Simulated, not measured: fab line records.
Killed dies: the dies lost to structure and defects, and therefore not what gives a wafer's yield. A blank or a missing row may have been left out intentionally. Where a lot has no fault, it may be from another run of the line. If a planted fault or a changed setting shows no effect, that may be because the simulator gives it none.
Matching of chambers    flow n5_finfet    4 sister chambers for N5_BEOL_M2_DESCUM_16 on rie_diel-03
The step chemistry O2, time 7 s. 14 wafers are shown with their chamber, then 7 later ones without.

## WAFERS WITH THEIR CHAMBER
wafer   chamber  showerhead_plenum_p_Torr (Torr)  throttle_valve_pct (%)  oes_product_au (a.u.)
L074.4  0        2.18                             20.12                   0.70
L074.5  0        2.18                             20.11                   0.70
L074.6  3        2.08                             20.48                   0.98
L082.1  3        2.07                             20.51                   0.92
L082.2  0        2.17                             20.14                   0.70
L082.3  1        2.12                             20.38                   0.86
L086.1  1        2.12                             20.41                   0.85
L086.4  2        1.97                             20.29                   0.68
L086.5  0        2.17                             20.16                   0.69
L088.3  1        2.11                             20.41                   0.85
L088.4  3        2.07                             20.52                   0.91
L088.6  1        2.11                             20.39                   0.84
L089.3  1        2.11                             20.42                   0.84
L089.4  3        2.07                             20.52                   0.90

SIGNATURES (means of the wafers above)
reading                   chamber 0  chamber 1  chamber 2  chamber 3  scatter within a chamber
showerhead_plenum_p_Torr  2.1750     2.1140     1.9700     2.0725     0.00543
throttle_valve_pct        20.1325    20.4020    20.2900    20.5075    0.0191
oes_product_au            0.6975     0.8480     0.6800     0.9275     0.0206
Rule: for each reading, subtract the chamber's mean from the wafer's reading, divide by that reading's scatter and square the result; add these up over the readings and take the root, which gives the wafer's distance from the chamber. The wafer belongs to the nearest chamber; if the next one is less than 2 further off, it can't be placed. The scatter is the square root of a quotient: the sum, over the shown wafers, of each reading's squared deviation from its chamber's mean, divided by wafers minus chambers.

## WAFERS WITHOUT THEIR CHAMBER
wafer   showerhead_plenum_p_Torr (Torr)  throttle_valve_pct (%)  oes_product_au (a.u.)
L089.6  2.11                             20.41                   0.85
L090.2  2.16                             20.19                   0.68
L090.4  2.11                             20.41                   0.83
L090.6  2.06                             20.55                   0.89
L091.1  2.11                             20.42                   0.82
L091.3  2.16                             20.19                   0.68
L091.6  2.23                             20.00                   0.99

## CHAMBER TAKEN BY EACH
wafer    from the rows above   in truth
L089.6   1                     1
L090.2   0                     0
L090.4   1                     1
L090.6   3                     3
L091.1   1                     1
L091.3   0                     0
L091.6   0                     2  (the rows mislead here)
Correctly placed: 6 of 7. Not placeable from these rows: 0. 1 placed wrongly.
